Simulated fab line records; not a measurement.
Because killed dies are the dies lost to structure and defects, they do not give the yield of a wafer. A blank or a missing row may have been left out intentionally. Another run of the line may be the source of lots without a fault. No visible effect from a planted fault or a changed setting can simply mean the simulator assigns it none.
Code-filled problem report in 8D (eight disciplines) form + flow nand harc + the parts of the form that need people (team, actions taken, sign-off) are left out

== 1. THE ISSUE ==
Mean of killed at periphery at NHARC_END_SORT_01: 72.5 across 6 wafers in 2 lots; on wafers with no fault it is 3.8 (standard deviation 2.9). Relative to the usual mean, that is a shift of +24 standard deviations.
Seen first at day 30 20:07 on prober-02, wafer L864.1. Wafers with a number at this step in the record: 6, from 2 lots. The rule behind "out" and "out of limits": a value lying over 4 standard deviations away from the usual mean. The other wafers with a number count as sound.

== 2. WHAT IT IS, AND WHAT IT ISN'T ==
| question                    | is                     | is not                                     |
|-----------------------------|------------------------|--------------------------------------------|
| which readings at this step | killed at periphery    | killed at array, killed open, killed short |
| which lots                  | L864, L865             | -                                          |
| which wafers of those lots  | all that have a number | -                                          |
| read on which gauges        | prober-02              | -                                          |
| when                        | from day 30 20:07      | up to then (0 sound wafers)                |

== 3. WHAT RULES OUT EACH SUSPECT ==
Counting: a tool at any process step up to the reading remains a suspect when it ran all the lots that are out and ran no sound lot after the first of those.
- the gauge at NHARC_END_SORT_01: kept. All the wafers that are out were read on prober-02, and no step on other tools shows them out.
- pvd sputter-03 at NHARC_P_CONTACT_PRE_CLEAN_39 (time 19.5 s): kept. It ran every lot that is out, first L864 (day 12 19:47), and no sound lot after that.
- rie diel-02 at NHARC_THIN_TSV_ETCHBACK_48 (etches the open film in C4F8/Ar, target depth 1028.5 nm, time 405.17 s): kept. It ran every lot that is out, first L864 (day 30 07:06), and no sound lot after that.
After the count, these remain: pvd sputter-03 at NHARC_P_CONTACT_PRE_CLEAN_39, rie diel-02 at NHARC_THIN_TSV_ETCHBACK_48 and prober-02 at NHARC_END_SORT_01.

== 4. THE CAUSE (what the simulator had put in) ==
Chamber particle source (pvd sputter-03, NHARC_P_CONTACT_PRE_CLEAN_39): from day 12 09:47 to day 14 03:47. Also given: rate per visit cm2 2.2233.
This tool is one of the 3 suspects left after counting.

== 5. THE CHAIN OF EFFECTS, in route order ==
Each row: a reading whose mean over the struck wafers that have a number lies more than 3 standard deviations from the usual. Only readings for which the record gives a usual standard deviation are gone through. hours: the time from each lot's start at the first step in this table that gives one to its start at this step, as a median over the lots. sigmas: the change in usual standard deviations.
| hours | step              | reading             | usual | on struck wafers | change | sigmas |
|-------|-------------------|---------------------|-------|------------------|--------|--------|
| 0     | NHARC_END_SORT_01 | killed at periphery | 3.8   | 72.5             | +68.7  | +24    |
| 0     | NHARC_END_SORT_01 | killed dies         | 60    | 127              | +67    | +3.5   |

== 6. HOW IT WOULD HAVE BEEN CAUGHT EARLIER ==
Counted from the fault's start at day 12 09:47, it took 442 hours until the first out-of-limits reading at a measuring or inspecting step in this record, taken at day 30 20:07.
The start of NHARC_P_CONTACT_PRE_CLEAN_39 on pvd sputter-03 came by day 30 20:07 for every one of the lots that are out (2). Had the tool been put on hold then, not one of them would have been saved.
